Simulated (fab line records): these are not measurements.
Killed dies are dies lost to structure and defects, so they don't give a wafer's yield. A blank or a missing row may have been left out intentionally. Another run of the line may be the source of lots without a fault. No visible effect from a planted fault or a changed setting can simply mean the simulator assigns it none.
fab line records	flow n5_finfet
[record] lots = 6	wafers = 18	last_day = 19
route steps=1938 shown DUMMY_GATE@247 SPACER0@258
lots with no fault: from the same line, run without faults
start_h: hours from the record's first day to the start of the lot's first wafer shown	wait_h: time in hours since the lot's previous step	" unchanged from the row above	L1.1+2: one row covering several wafers at once	- value missing, or start not given	* or withheld: withheld	< > ~ a bound
route shown NAME@n: NAME is a module with steps in the file, n the number in the route of the first one	usual: average and standard deviation across the fault-free wafers	same: alike in all rows	chamber/n: place in a boat	sites: per-site readings	_std_site: how widely they spread, as a standard deviation	_edge_site: the outer-site mean with the inner-site mean subtracted	radius_mm: for every site, how far away it sits from the centre of the wafer	mask NAME#n: copy n	behind: the last tool/chamber to shape the wafer	hold: what put the lot on hold/how long, in hours/how the hold closed	device: the n, p or np transistor that did not switch	end of line: tests of these same wafers at the route's end	a step given without rows: its recipe and nothing more	killed: dies that structure and defects cost at the first sort, which is not the same as the wafer's yield	map: per-die view of a wafer (x killed, . not killed, _ where there is no die)
set.NAME: the setting as run; set.NAME@STEP: as run at that earlier step	model.NAME: the simulator's own value behind a step, which no gauge read
lots at some steps of the route; a table a step, a row a wafer
services: from which hour (start_h, from the record's first day; less than 0 if before it) a tool's chamber was out of use, for how many hours, and why
[[steps]]
[step N5_DUMMY_GATE_ETCH_23]
[recipe] chemistry = HBr/Cl2/O2	HBr_flow_sccm = 150	Cl2_flow_sccm = 80	O2_flow_sccm = 12	bias_w = 102	target_depth_a = 410	time_s = 22.3	target = poly-Si	mask_material = SiO2	pressure_mtorr = 10	icp_w = 800
[usual] drypump_motor_current_A = 6.0/0.38	oes_product_au = 0.992/0.0099	throttle_valve_pct = 37.13/0.24
lot.wafer	tool	chamber	start_h	wait_h	drypump_motor_current_A	oes_product_au	rf_hours_counter_h	throttle_valve_pct
L265.1	rie_si-02	1	45.66	0.0	5.5	0.990	148	37.08
L265.4	"	3	"	"	6.5	0.993	104	37.71
L265.6	"	0	"	"	6.0	0.994	-	37.20
L266.1	rie_si-02	1	52.15	0.0	5.5	0.997	148	37.09
L266.3	"	3	"	"	6.5	0.993	104	37.71
L266.5	"	1	"	"	5.5	0.993	-	37.09
L270.3	rie_si-02	1	78.73	0.0	5.5	0.989	148	37.10
L270.5	"	2	"	"	6.7	0.982	-	37.12
L270.6	"	1	"	"	5.5	0.986	-	37.08
L278.3	rie_si-02	2	127.69	0.0	6.7	0.995	87	37.12
L278.4	"	1	"	"	5.5	0.997	149	37.08
L278.6	"	3	"	"	6.5	1.000	-	37.70
L282.1	rie_si-01	0	151.89	0.0	6.0	0.993	87	37.44
L282.3	"	3	"	"	6.2	1.004	191	37.41
L282.4	"	1	"	"	5.8	1.005	166	36.98
L284.1	rie_si-03	2	163.35	0.0	5.8	0.994	52	37.14
L284.3	"	1	"	"	6.3	0.983	121	36.84
L284.5	"	0	"	"	6.0	1.001	-	37.05
[step N5_DUMMY_GATE_ETCH_44]
[recipe] chemistry = HBr/O2	over_etch_frac = 0.7	target_depth_a = 1275	stop_on = SiO2	ion_energy_ev = 60	bias_w = 20	target = poly-Si	mask_material = SiO2	pressure_mtorr = 20	icp_w = 400	HBr_flow_sccm = 120	O2_flow_sccm = 10
[usual] drypump_motor_current_A = 6.0/0.38	oes_product_au = 0.727/0.01	throttle_valve_pct = 18.43/0.19
lot.wafer	tool	chamber	start_h	wait_h	drypump_motor_current_A	oes_product_au	rf_hours_counter_h	throttle_valve_pct
L265.1	rie_si-02	1	45.72	0.0	5.5	0.721	148	18.39
L265.4	"	3	"	"	6.5	0.735	104	18.88
L265.6	"	0	"	"	6.1	0.736	-	18.45
L266.1	rie_si-02	1	52.21	0.0	5.5	0.729	148	18.40
L266.3	"	3	"	"	6.5	0.731	104	18.88
L266.5	"	1	"	"	5.5	0.724	-	18.40
L270.3	rie_si-02	1	78.79	0.0	5.5	0.727	148	18.39
L270.5	"	2	"	"	6.6	0.729	-	18.49
L270.6	"	1	"	"	5.5	0.734	-	18.38
L278.3	rie_si-02	2	127.75	0.0	6.7	0.713	87	18.47
L278.4	"	1	"	"	5.5	0.715	149	18.38
L278.6	"	3	"	"	6.5	0.739	-	18.89
L282.1	rie_si-01	0	151.95	0.0	6.0	0.728	87	18.64
L282.3	"	3	"	"	6.2	0.747	191	18.69
L282.4	"	1	"	"	5.8	0.719	166	18.27
L284.1	rie_si-03	2	163.41	0.0	5.8	0.719	52	18.34
L284.3	"	1	"	"	6.4	0.712	121	18.30
L284.5	"	0	"	"	6.0	0.736	-	18.33
[step N5_DUMMY_GATE_CD_MEAS_24]
[recipe] target_cd_nm = 15
[usual] cd_nm = 15.0/0.31
lot.wafer	tool	chamber	start_h	wait_h	cd_nm
L265.1	cd_sem-01	-	45.82	0.1	15.4
L265.4	"	-	"	"	14.7
L265.6	"	-	"	"	15.3
L266.1	cd_sem-03	-	52.32	0.1	14.9
L266.3	"	-	"	"	15.0
L266.5	"	-	"	"	14.9
L270.3	cd_sem-01	-	78.90	0.1	15.5
L270.5	"	-	"	"	15.5
L270.6	"	-	"	"	14.8
L278.3	cd_sem-02	-	127.88	0.1	15.0
L278.4	"	-	"	"	15.2
L278.6	"	-	"	"	14.7
L282.1	cd_sem-03	-	152.06	0.1	15.2
L282.3	"	-	"	"	15.0
L282.4	"	-	"	"	15.1
L284.1	cd_sem-01	-	163.52	0.1	14.9
L284.3	"	-	"	"	14.8
L284.5	"	-	"	"	14.9
[step N5_DUMMY_GATE_ETCH_42]
[recipe] chemistry = CHF3/O2	target = SiO2	target_depth_a = 35	time_s = 31	ion_energy_ev = 30	bias_w = 12	pressure_mtorr = 30	source_w = 600	Ar_flow_sccm = 200	CHF3_flow_sccm = 50	O2_flow_sccm = 5
[usual] drypump_motor_current_A = 5.7/0.53	oes_f_703_au = 0.80/0.086	oes_product_au = 0.80/0.089	rf_vpp_V = 42.6/0.87	showerhead_plenum_p_Torr = 2.42/0.083	throttle_valve_pct = 18.78/0.18
lot.wafer	tool	chamber	start_h	wait_h	drypump_motor_current_A	oes_f_703_au	oes_product_au	rf_hours_counter_h	rf_vpp_V	showerhead_plenum_p_Torr	throttle_valve_pct
L265.1	rie_diel-04	0	45.87	0.0	5.4	0.71	0.70	228	43.0	2.29	18.92
L265.4	"	2	"	"	6.2	0.80	0.81	86	43.4	2.35	18.88
L265.6	"	0	"	"	5.4	0.71	0.69	-	42.4	2.29	18.91
L266.1	rie_diel-04	1	52.37	0.0	5.9	0.81	0.81	101	42.7	2.53	18.79
L266.3	"	0	"	"	5.3	0.70	0.69	231	43.3	2.29	18.89
L266.5	"	2	"	"	6.2	0.80	0.80	-	42.3	2.35	18.87
L270.3	rie_diel-01	1	78.95	0.0	6.8	0.88	0.87	41	40.7	2.46	18.63
L270.5	"	2	"	"	4.9	0.78	0.79	-	42.9	2.34	18.78
L270.6	"	3	"	"	5.4	0.70	0.69	-	41.6	2.39	18.76
L278.3	rie_diel-01	0	127.92	0.0	5.4	0.87	0.86	50	43.5	2.45	18.60
L278.4	"	0	"	"	5.4	0.87	0.85	-	41.2	2.45	18.60
L278.6	"	3	"	"	5.4	0.70	0.67	-	40.6	2.38	18.81
L282.1	rie_diel-06	0	152.27	0.2	6.2	0.91	0.94	16	43.3	2.47	18.52
L282.3	"	1	"	"	4.9	0.72	0.73	193	42.4	2.39	18.81
L282.4	"	3	"	"	5.1	0.71	0.72	-	41.1	2.30	19.14
L284.1	rie_diel-04	0	163.57	0.0	5.3	0.96	0.96	11	42.8	2.57	18.56
L284.3	"	2	"	"	6.2	0.77	0.77	128	41.8	2.33	18.95
L284.5	"	0	"	"	5.3	0.96	0.95	-	43.2	2.57	18.54
[step N5_DUMMY_GATE_STRIP_48]
[recipe] chemistry = N2/H2	time_s = 20	power_w = 100	temp_c = 40	pressure_mtorr = 100	rf_frequency_hz = 6e+07	bias_power_w = 3	n2_flow_sccm = 300	h2_flow_sccm = 300
[usual] drypump_motor_current_A = 5.7/0.53	h2_flow_sccm = 300.2/0.98	oes_product_au = 0.80/0.089	rf_vpp_V = 45.3/0.82	showerhead_plenum_p_Torr = 3.39/0.12	throttle_valve_pct = 12.20/0.23
lot.wafer	tool	chamber	start_h	wait_h	drypump_motor_current_A	h2_flow_sccm	oes_product_au	rf_hours_counter_h	rf_vpp_V	showerhead_plenum_p_Torr	throttle_valve_pct
L265.1	rie_diel-04	0	45.92	0.0	5.4	300.0	0.70	228	45.7	3.21	12.42
L265.4	"	2	"	"	6.2	299.9	0.82	86	46.0	3.28	12.31
L265.6	"	0	"	"	5.4	300.1	0.70	-	44.2	3.21	12.41
L266.1	rie_diel-04	1	52.42	0.0	5.9	301.0	0.81	101	47.0	3.54	12.18
L266.3	"	0	"	"	5.3	301.4	0.69	231	44.6	3.21	12.42
L266.5	"	2	"	"	6.2	300.0	0.81	-	44.4	3.28	12.32
L270.3	rie_diel-01	1	78.99	0.0	6.8	299.7	0.87	41	45.8	3.44	12.00
L270.5	"	2	"	"	4.9	299.6	0.80	-	45.4	3.27	12.19
L270.6	"	3	"	"	5.4	300.0	0.69	-	45.7	3.33	12.28
L278.3	rie_diel-01	0	127.97	0.0	5.4	299.4	0.87	50	45.9	3.44	12.00
L278.4	"	0	"	"	5.4	299.1	0.86	-	45.7	3.44	11.99
L278.6	"	3	"	"	5.4	299.6	0.68	-	45.2	3.32	12.32
L282.1	rie_diel-06	0	152.32	0.0	6.3	300.6	0.94	16	45.5	3.46	11.90
L282.3	"	1	"	"	5.0	299.2	0.74	193	44.9	3.35	12.30
L282.4	"	3	"	"	5.1	298.9	0.72	-	44.3	3.22	12.58
L284.1	rie_diel-04	0	163.61	0.0	5.3	298.2	0.96	11	46.1	3.60	11.86
L284.3	"	2	"	"	6.2	300.2	0.77	128	46.4	3.26	12.42
L284.5	"	0	"	"	5.4	299.7	0.96	-	45.5	3.60	11.87
[step N5_DUMMY_GATE_PRECLEAN_33]
[recipe] chemistry = dHF	time_s = 10	dilution = 750:1	temp_c = 25
[step N5_DUMMY_GATE_PRECLEAN_25]
[recipe] chemistry = O3/DIW	time_s = 45	temp_c = 22	o3_ppm = 10
[step N5_DUMMY_GATE_PRECLEAN_51]
[recipe] chemistry = SC2	time_s = 45	temp_c = 35	mix = 1:1:50
[step N5_DUMMY_GATE_SRD_26]
[recipe] dry = ipa_marangoni	time_s = 30	temp_c = 23	rinse_liquid = diw
[step N5_DUMMY_GATE_UV_OZONE_45]
[recipe] time_s = 120	pressure_torr = 760	temp_c = 25
[step N5_DUMMY_GATE_INSPECT_27]
[recipe] inspect_instrument = brightfield	mode = aei
[usual] raw_defect_count = 271/71
lot.wafer	tool	chamber	start_h	wait_h	raw_defect_count
L265.1	defect_inspect-01	-	46.11	0.0	325
L265.4	"	-	"	"	218
L265.6	"	-	"	"	258
L266.1	defect_inspect-01	-	52.60	0.0	379
L266.3	"	-	"	"	255
L266.5	"	-	"	"	291
L270.3	defect_inspect-02	-	79.26	0.0	347
L270.5	"	-	"	"	458
L270.6	"	-	"	"	341
L278.3	defect_inspect-02	-	128.15	0.0	249
L278.4	"	-	"	"	335
L278.6	"	-	"	"	281
L282.1	defect_inspect-01	-	152.54	0.0	402
L282.3	"	-	"	"	280
L282.4	"	-	"	"	361
L284.1	defect_inspect-02	-	163.81	0.0	242
L284.3	"	-	"	"	282
L284.5	"	-	"	"	213
[step N5_SPACER0_ALD_07]
[recipe] material = SiNx	target_thk_a = 20	temp_c = 400	ald_precursor_family = SiH2I2	ald_co_reactant = N2/H2-plasma	pressure_torr = 2
[step N5_SPACER0_ALD_00]
[recipe] material = SiOCN	target_thk_a = 35	temp_c = 400	ald_precursor_family = alkyl-aminosilane	ald_co_reactant = O2/N2-plasma	pulse_time_s = 3	purge_time_s = 2	co_reactant_purge_time_s = 2	ald_cycles = 58	pressure_torr = 2
[usual] heater_power_w = 830/79	precursor_pulse_height_rel = 0.999/0.02
[same] pulse_time_s = 3
lot.wafer	tool	chamber	start_h	wait_h	heater_power_w	precursor_pulse_height_rel
L265.1	ald_sin-02	1	46.30	0.1	761	1.013
L265.4	"	3	"	"	766	0.988
L265.6	"	1	"	"	773	1.014
L266.1	ald_sin-04	0	52.79	0.1	643	1.034
L266.3	"	3	"	"	767	0.986
L266.5	"	2	"	"	868	0.992
L270.3	ald_sin-03	2	79.45	0.1	737	1.000
L270.5	"	0	"	"	872	0.960
L270.6	"	3	"	"	909	1.000
L278.3	ald_sin-04	1	128.34	0.1	745	0.984
L278.4	"	2	"	"	924	0.998
L278.6	"	1	"	"	743	0.991
L278.3	ald_sin-04	1	128.77	0.3	745	0.968
L278.4	"	2	"	"	923	0.975
L278.6	"	1	"	"	752	0.986
L282.1	ald_sin-04	1	152.73	0.1	745	0.983
L282.3	"	0	"	"	656	1.000
L282.4	"	3	"	"	800	1.000
L282.1	ald_sin-04	1	153.15	0.3	739	1.034
L282.3	"	0	"	"	647	1.036
L282.4	"	3	"	"	789	0.997
L284.1	ald_sin-03	3	164.00	0.1	942	1.022
L284.3	"	1	"	"	876	1.009
L284.5	"	0	"	"	877	0.978
[step N5_SPACER0_ALD_08]
[recipe] material = SiNx	target_thk_a = 20	temp_c = 400	ald_precursor_family = SiH2I2	ald_co_reactant = N2/H2-plasma	pressure_torr = 2
[usual] heater_power_w = 831/80
lot.wafer	tool	chamber	start_h	wait_h	heater_power_w
L265.1	ald_sin-02	1	46.56	0.1	777
L265.4	"	3	"	"	753
L265.6	"	1	"	"	783
L266.1	ald_sin-04	0	53.05	0.1	643
L266.3	"	3	"	"	765
L266.5	"	2	"	"	885
L270.3	ald_sin-03	2	79.71	0.1	742
L270.5	"	0	"	"	864
L270.6	"	3	"	"	893
L278.3	ald_sin-04	1	129.03	0.1	754
L278.4	"	2	"	"	936
L278.6	"	1	"	"	729
L282.1	ald_sin-04	1	153.41	0.1	739
L282.3	"	0	"	"	641
L282.4	"	3	"	"	792
L284.1	ald_sin-03	3	164.26	0.1	912
L284.3	"	1	"	"	871
L284.5	"	0	"	"	881
[[services]]
tool	chamber	start_h	hours	kind
rie_diel-01	1	27.37	13.8	repair
rie_si-02	-	40.99	0.9	repair
rie_diel-04	1	46.04	2.6	repair
rie_si-01	2	48.77	3.3	repair
rie_si-01	-	53.03	28.1	pm
rie_diel-06	2	57.16	4.2	repair
rie_diel-01	0	66.08	1.5	repair
rie_si-03	1	67.28	5.5	repair
ald_sin-02	2	82.74	2.1	repair
rie_si-01	1	85.12	3.7	repair
rie_si-01	-	86.10	0.1	repair
ald_sin-04	-	87.09	14.0	pm
ald_sin-04	0	87.09	14.0	vent_cycle
ald_sin-04	1	87.09	14.0	vent_cycle
ald_sin-04	2	87.09	14.0	vent_cycle
ald_sin-04	3	87.09	14.0	vent_cycle
rie_diel-06	-	92.89	0.4	repair
ald_sin-04	0	101.09	-	clean
ald_sin-04	1	101.09	-	clean
ald_sin-04	2	101.09	-	clean
ald_sin-04	3	101.09	-	clean
rie_diel-06	2	114.51	5.9	repair
rie_diel-06	-	116.53	12.6	repair
ald_sin-03	2	156.64	36.8	repair
[[key]]
[first_sign] step = N5_SPACER0_ALD_00	reading = visit	direction = added
effect none on later readings
met_at N5_SPACER0_ALD_00
struck_wafers L278.3,L278.4,L278.6,L282.1,L282.3,L282.4
sort_left_out L278.3,L278.4,L278.6,L282.1,L282.3,L282.4
[loop_trim] step = N5_BEOL_M4_EXPOSE_25	setting = dose	lots = L282
[fault] kind = repeated_step_whole	tool = ald_sin-02,ald_sin-03,ald_sin-04	chamber = -	onset_h = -	steps = N5_SPACER0_ALD_00	times = 1	scope = struck_lots_only
// sort_left_out: the simulated sort isn't trusted on such a fault, so these wafers' sort isn't shown, and their yield isn't known
// loop_trim: a control loop set the setting to another value than it would have without faults
